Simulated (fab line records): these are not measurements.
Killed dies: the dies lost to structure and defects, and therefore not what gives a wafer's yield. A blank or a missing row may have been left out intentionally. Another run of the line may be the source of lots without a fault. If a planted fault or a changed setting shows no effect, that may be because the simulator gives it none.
Which of the tools did it? + flow n5-finfet + 72 wafers from 24 lots sampled at 6 of the route's 1938 steps

== WHAT THE GAUGES READ, wafer by wafer ==
N5_BEOL_M13_CD_MEAS_17: the cd target is 190 nm.
| lot  | measured     | on        | cd-nm (nm)        |
|------|--------------|-----------|-------------------|
| L074 | day 10 03:43 | cd-sem-01 | 191.1 189.4 188.0 |
| L075 | day 10 23:08 | cd-sem-03 | 190.4 188.0 190.3 |
| L077 | day 11 01:49 | cd-sem-03 | 190.8 192.5 193.4 |
| L076 | day 11 04:22 | cd-sem-01 | 191.4 190.7 190.6 |
| L078 | day 11 13:30 | cd-sem-01 | 188.3 188.5 188.6 |
| L080 | day 12 04:19 | cd-sem-03 | 191.3 190.4 187.2 |
| L079 | day 12 04:28 | cd-sem-02 | 188.0 190.7 188.6 |
| L081 | day 12 04:43 | cd-sem-02 | 190.0 185.1 188.2 |
| L082 | day 12 18:47 | cd-sem-03 | 189.5 188.5 189.2 |
| L083 | day 13 00:04 | cd-sem-03 | 191.7 192.7 189.2 |
| L084 | day 13 08:34 | cd-sem-03 | 189.7 189.8 193.2 |
| L085 | day 13 10:36 | cd-sem-01 | 190.3 191.0 190.0 |
| L086 | day 14 04:54 | cd-sem-01 | 189.9 190.5 190.9 |
| L087 | day 14 05:17 | cd-sem-01 | 190.0 190.0 192.0 |
| L088 | day 14 11:47 | cd-sem-01 | 189.5 190.0 190.0 |
| L089 | day 14 16:07 | cd-sem-03 | 190.3 192.8 192.5 |
| L090 | day 14 17:37 | cd-sem-03 | 188.7 189.1 188.2 |
| L092 | day 15 10:34 | cd-sem-03 | 192.4 191.9 191.8 |
| L094 | day 15 11:15 | cd-sem-02 | 187.2 188.5 187.5 |
| L093 | day 15 13:18 | cd-sem-02 | 190.6 190.0 192.3 |
| L091 | day 15 23:34 | cd-sem-03 | 186.9 189.4 188.3 |
| L095 | day 16 08:58 | cd-sem-02 | 192.0 189.5 192.1 |
| L096 | day 16 21:41 | cd-sem-02 | 189.2 190.6 190.7 |
| L097 | day 16 22:55 | cd-sem-03 | 191.5 190.5 189.9 |

N5_BEOL_M13_OVL_MEAS_29.
| lot  | measured     | on         | M13_OVL (nm) |
|------|--------------|------------|--------------|
| L074 | day 10 04:04 | overlay-02 | 4 3 17       |
| L075 | day 10 23:38 | overlay-02 | -8 7 1       |
| L077 | day 11 02:18 | overlay-02 | 1 6 4        |
| L076 | day 11 04:51 | overlay-02 | 0 -1 7       |
| L078 | day 11 13:59 | overlay-01 | 1 -3 -4      |
| L080 | day 12 04:41 | overlay-02 | 8 5 11       |
| L079 | day 12 04:56 | overlay-01 | 7 11 11      |
| L081 | day 12 05:05 | overlay-01 | -12 -6 -3    |
| L082 | day 12 19:16 | overlay-02 | 0 -10 -1     |
| L083 | day 13 00:25 | overlay-02 | 4 0 10       |
| L084 | day 13 08:55 | overlay-01 | 0 4 3        |
| L085 | day 13 11:05 | overlay-02 | -4 0 -1      |
| L086 | day 14 05:23 | overlay-02 | 5 5 9        |
| L087 | day 14 05:38 | overlay-02 | -8 -6 1      |
| L088 | day 14 12:16 | overlay-02 | 3 2 -2       |
| L089 | day 14 16:29 | overlay-01 | 10 5 21      |
| L090 | day 14 17:58 | overlay-02 | 4 3 0        |
| L092 | day 15 11:02 | overlay-01 | 2 1 -1       |
| L094 | day 15 11:44 | overlay-02 | 8 -3 -8      |
| L093 | day 15 13:39 | overlay-02 | -10 0 -10    |
| L091 | day 15 23:55 | overlay-01 | 10 -5 11     |
| L095 | day 16 09:28 | overlay-02 | 1 6 4        |
| L096 | day 16 22:02 | overlay-02 | -1 3 12      |
| L097 | day 16 23:16 | overlay-01 | 3 10 14      |

N5_BEOL_M13_THK_MEAS_50: measures by xrf.
| lot  | measured     | on            | M13_THK (nm) |
|------|--------------|---------------|--------------|
| L074 | day 10 07:14 | film-metro-02 | 400 404 416  |
| L075 | day 11 02:59 | film-metro-02 | 408 398 404  |
| L077 | day 11 04:46 | film-metro-02 | 415 402 404  |
| L076 | day 11 08:26 | film-metro-01 | 420 407 399  |
| L078 | day 11 19:02 | film-metro-02 | 411 409 405  |
| L080 | day 12 08:11 | film-metro-02 | 407 402 407  |
| L079 | day 12 08:14 | film-metro-01 | 404 412 404  |
| L081 | day 12 08:50 | film-metro-02 | 391 402 400  |
| L082 | day 12 23:18 | film-metro-01 | 402 408 404  |
| L083 | day 13 07:34 | film-metro-01 | 399 398 398  |
| L084 | day 13 14:26 | film-metro-02 | 413 420 409  |
| L085 | day 13 16:03 | film-metro-02 | 400 401 403  |
| L086 | day 14 10:07 | film-metro-01 | 391 407 407  |
| L087 | day 14 10:49 | film-metro-01 | 404 420 415  |
| L088 | day 14 15:44 | film-metro-01 | 408 404 404  |
| L089 | day 14 22:00 | film-metro-02 | 398 407 402  |
| L090 | day 14 23:01 | film-metro-01 | 396 398 400  |
| L092 | day 15 13:31 | film-metro-02 | 409 405 404  |
| L094 | day 15 15:17 | film-metro-02 | 414 412 421  |
| L093 | day 15 17:14 | film-metro-01 | 404 394 391  |
| L091 | day 16 02:14 | film-metro-01 | 408 406 412  |
| L095 | day 16 12:43 | film-metro-02 | 412 408 415  |
| L096 | day 17 02:14 | film-metro-01 | 408 402 417  |
| L097 | day 17 02:30 | film-metro-02 | 402 408 394  |

== WHICH TOOL RAN EACH LOT (tool, then ch and the chambers of the sampled wafers, then the start) ==
| lot  | N5_BEOL_M13_PRE_CLEAN_42     | N5_BEOL_M13_SPUTTER_44       | N5_BEOL_M13_ANNEAL_48            |
|------|------------------------------|------------------------------|----------------------------------|
| L074 | pvd-sputter-01, day 10 06:09 | pvd-sputter-01, day 10 06:16 | rtp-anneal-01 ch 0, day 10 06:46 |
| L075 | pvd-sputter-01, day 11 01:53 | pvd-sputter-01, day 11 02:01 | rtp-anneal-01 ch 0, day 11 02:26 |
| L077 | pvd-sputter-03, day 11 03:41 | pvd-sputter-03, day 11 03:48 | rtp-anneal-01 ch 0, day 11 04:12 |
| L076 | pvd-sputter-01, day 11 07:16 | pvd-sputter-01, day 11 07:23 | rtp-anneal-02 ch 0, day 11 07:45 |
| L078 | pvd-sputter-03, day 11 17:58 | pvd-sputter-03, day 11 18:05 | rtp-anneal-01 ch 0, day 11 18:26 |
| L080 | pvd-sputter-01, day 12 06:13 | pvd-sputter-01, day 12 06:20 | rtp-anneal-01 ch 0, day 12 07:35 |
| L079 | pvd-sputter-03, day 12 06:19 | pvd-sputter-03, day 12 06:26 | rtp-anneal-02 ch 0, day 12 07:41 |
| L081 | pvd-sputter-01, day 12 06:56 | pvd-sputter-01, day 12 07:03 | rtp-anneal-01 ch 0, day 12 08:17 |
| L082 | pvd-sputter-01, day 12 22:09 | pvd-sputter-01, day 12 22:16 | rtp-anneal-01 ch 0, day 12 22:43 |
| L083 | pvd-sputter-01, day 13 06:29 | pvd-sputter-01, day 13 06:37 | rtp-anneal-02 ch 0, day 13 06:58 |
| L084 | pvd-sputter-02, day 13 13:13 | pvd-sputter-02, day 13 13:20 | rtp-anneal-02 ch 0, day 13 13:50 |
| L085 | pvd-sputter-01, day 13 13:59 | pvd-sputter-01, day 13 14:06 | rtp-anneal-01 ch 0, day 13 15:31 |
| L086 | pvd-sputter-03, day 14 09:02 | pvd-sputter-03, day 14 09:10 | rtp-anneal-01 ch 0, day 14 09:31 |
| L087 | pvd-sputter-02, day 14 09:26 | pvd-sputter-02, day 14 09:34 | rtp-anneal-02 ch 0, day 14 10:19 |
| L088 | pvd-sputter-02, day 14 14:31 | pvd-sputter-02, day 14 14:38 | rtp-anneal-01 ch 0, day 14 15:14 |
| L089 | pvd-sputter-02, day 14 20:55 | pvd-sputter-02, day 14 21:02 | rtp-anneal-02 ch 0, day 14 21:32 |
| L090 | pvd-sputter-01, day 14 21:56 | pvd-sputter-01, day 14 22:03 | rtp-anneal-02 ch 0, day 14 22:30 |
| L092 | pvd-sputter-01, day 15 12:26 | pvd-sputter-01, day 15 12:34 | rtp-anneal-02 ch 0, day 15 12:55 |
| L094 | pvd-sputter-02, day 15 14:13 | pvd-sputter-02, day 15 14:20 | rtp-anneal-02 ch 0, day 15 14:41 |
| L093 | pvd-sputter-01, day 15 16:10 | pvd-sputter-01, day 15 16:17 | rtp-anneal-01 ch 0, day 15 16:41 |
| L091 | pvd-sputter-02, day 16 01:10 | pvd-sputter-02, day 16 01:17 | rtp-anneal-01 ch 0, day 16 01:38 |
| L095 | pvd-sputter-02, day 16 11:38 | pvd-sputter-02, day 16 11:46 | rtp-anneal-01 ch 0, day 16 12:07 |
| L096 | pvd-sputter-03, day 17 00:28 | pvd-sputter-03, day 17 00:35 | rtp-anneal-02 ch 0, day 17 01:39 |
| L097 | pvd-sputter-01, day 17 00:42 | pvd-sputter-01, day 17 00:49 | rtp-anneal-01 ch 0, day 17 01:53 |
- N5_BEOL_M13_PRE_CLEAN_42: time 30 s.
- N5_BEOL_M13_SPUTTER_44: material Ta, target thk 10 nm, time 16.13 s.
- N5_BEOL_M13_ANNEAL_48: time 90 s.

== AS READ BY THE TOOLS THEMSELVES (means over the sampled wafers that have a number; for cases with no such wafer, the mark the record gives instead) ==
N5_BEOL_M13_PRE_CLEAN_42.
| lot  | tool           | heater-power-w (W) |
|------|----------------|--------------------|
| L074 | pvd-sputter-01 | 323                |
| L075 | pvd-sputter-01 | 323                |
| L077 | pvd-sputter-03 | 285                |
| L076 | pvd-sputter-01 | 330                |
| L078 | pvd-sputter-03 | 294                |
| L080 | pvd-sputter-01 | 350                |
| L079 | pvd-sputter-03 | 300                |
| L081 | pvd-sputter-01 | 299                |
| L082 | pvd-sputter-01 | 326                |
| L083 | pvd-sputter-01 | 323                |
| L084 | pvd-sputter-02 | 336                |
| L085 | pvd-sputter-01 | 357                |
| L086 | pvd-sputter-03 | 325                |
| L087 | pvd-sputter-02 | 334                |
| L088 | pvd-sputter-02 | 322                |
| L089 | pvd-sputter-02 | 319                |
| L090 | pvd-sputter-01 | 303                |
| L092 | pvd-sputter-01 | 346                |
| L094 | pvd-sputter-02 | 336                |
| L093 | pvd-sputter-01 | 309                |
| L091 | pvd-sputter-02 | 343                |
| L095 | pvd-sputter-02 | 332                |
| L096 | pvd-sputter-03 | 313                |
| L097 | pvd-sputter-01 | 308                |

N5_BEOL_M13_SPUTTER_44.
| lot  | tool           | bias-v (V) | chamber-pressure-pa (Pa) | throttle-valve-pct (%) |
|------|----------------|------------|--------------------------|------------------------|
| L074 | pvd-sputter-01 | 79.6       | 0.07008                  | 28.5                   |
| L075 | pvd-sputter-01 | 79.8       | 0.07003                  | 28.2                   |
| L077 | pvd-sputter-03 | 79.3       | 0.06980                  | 30.6                   |
| L076 | pvd-sputter-01 | 80.6       | 0.06987                  | 29.0                   |
| L078 | pvd-sputter-03 | 79.0       | 0.06994                  | 29.9                   |
| L080 | pvd-sputter-01 | 80.2       | 0.06994                  | 28.9                   |
| L079 | pvd-sputter-03 | 80.1       | 0.07007                  | 30.6                   |
| L081 | pvd-sputter-01 | 80.0       | 0.07008                  | 28.8                   |
| L082 | pvd-sputter-01 | 79.9       | 0.06995                  | 29.0                   |
| L083 | pvd-sputter-01 | 80.4       | 0.06986                  | 28.3                   |
| L084 | pvd-sputter-02 | 80.0       | 0.06992                  | 29.3                   |
| L085 | pvd-sputter-01 | 79.8       | 0.06992                  | 28.5                   |
| L086 | pvd-sputter-03 | 80.3       | 0.07015                  | 30.7                   |
| L087 | pvd-sputter-02 | 80.2       | 0.06999                  | 29.5                   |
| L088 | pvd-sputter-02 | 79.6       | 0.07005                  | 29.5                   |
| L089 | pvd-sputter-02 | 79.4       | 0.07005                  | 29.6                   |
| L090 | pvd-sputter-01 | 80.4       | 0.07003                  | 28.6                   |
| L092 | pvd-sputter-01 | 80.6       | 0.06999                  | 27.9                   |
| L094 | pvd-sputter-02 | 79.9       | 0.07019                  | 29.4                   |
| L093 | pvd-sputter-01 | 81.0       | 0.07005                  | 29.8                   |
| L091 | pvd-sputter-02 | 80.3       | 0.06990                  | 29.1                   |
| L095 | pvd-sputter-02 | 80.0       | 0.06993                  | 29.6                   |
| L096 | pvd-sputter-03 | 79.6       | 0.07004                  | 30.2                   |
| L097 | pvd-sputter-01 | 80.6       | 0.07010                  | 28.8                   |

N5_BEOL_M13_ANNEAL_48.
| lot  | tool          | wafer_temp_C_max |
|------|---------------|------------------|
| L074 | rtp-anneal-01 | 225.50           |
| L075 | rtp-anneal-01 | 225.83           |
| L077 | rtp-anneal-01 | 225.61           |
| L076 | rtp-anneal-02 | 225.74           |
| L078 | rtp-anneal-01 | 225.71           |
| L080 | rtp-anneal-01 | 225.49           |
| L079 | rtp-anneal-02 | 226.01           |
| L081 | rtp-anneal-01 | 225.52           |
| L082 | rtp-anneal-01 | 225.79           |
| L083 | rtp-anneal-02 | 225.98           |
| L084 | rtp-anneal-02 | 225.72           |
| L085 | rtp-anneal-01 | 225.62           |
| L086 | rtp-anneal-01 | 225.42           |
| L087 | rtp-anneal-02 | 225.74           |
| L088 | rtp-anneal-01 | 225.63           |
| L089 | rtp-anneal-02 | 226.00           |
| L090 | rtp-anneal-02 | 225.69           |
| L092 | rtp-anneal-02 | 225.88           |
| L094 | rtp-anneal-02 | 225.83           |
| L093 | rtp-anneal-01 | 225.40           |
| L091 | rtp-anneal-01 | 225.55           |
| L095 | rtp-anneal-01 | 225.78           |
| L096 | rtp-anneal-02 | 225.78           |
| L097 | rtp-anneal-01 | 225.52           |

== THE ANSWER, worked out from the rows above alone ==
Rule: usual is defined by the lots themselves. The widest of any qualifying gaps counts: lots, ordered by their means at a reading, are off when they make up no more than a third of the lots, leave a main group of 4 or more, and stand apart from it by 3 or more times the standard deviation of that group's means. A main group is skipped when, at the precision printed for the reading in the tables above, its means are all equal. Also off: a lot with no number at a reading for which 4 or more lots have one. The other lots that the step has rows for count as sound. After the gauges, taken in route order, come the tools' own readings; for these a lot's mean is taken, as printed above. At the first step where some lot is off, the reading lying furthest off is the one used; lots without a number count as furthest.
No lot is off at any reading shown: from this, nothing can be told.

== WHAT WAS PUT IN BY THE SIMULATOR ==
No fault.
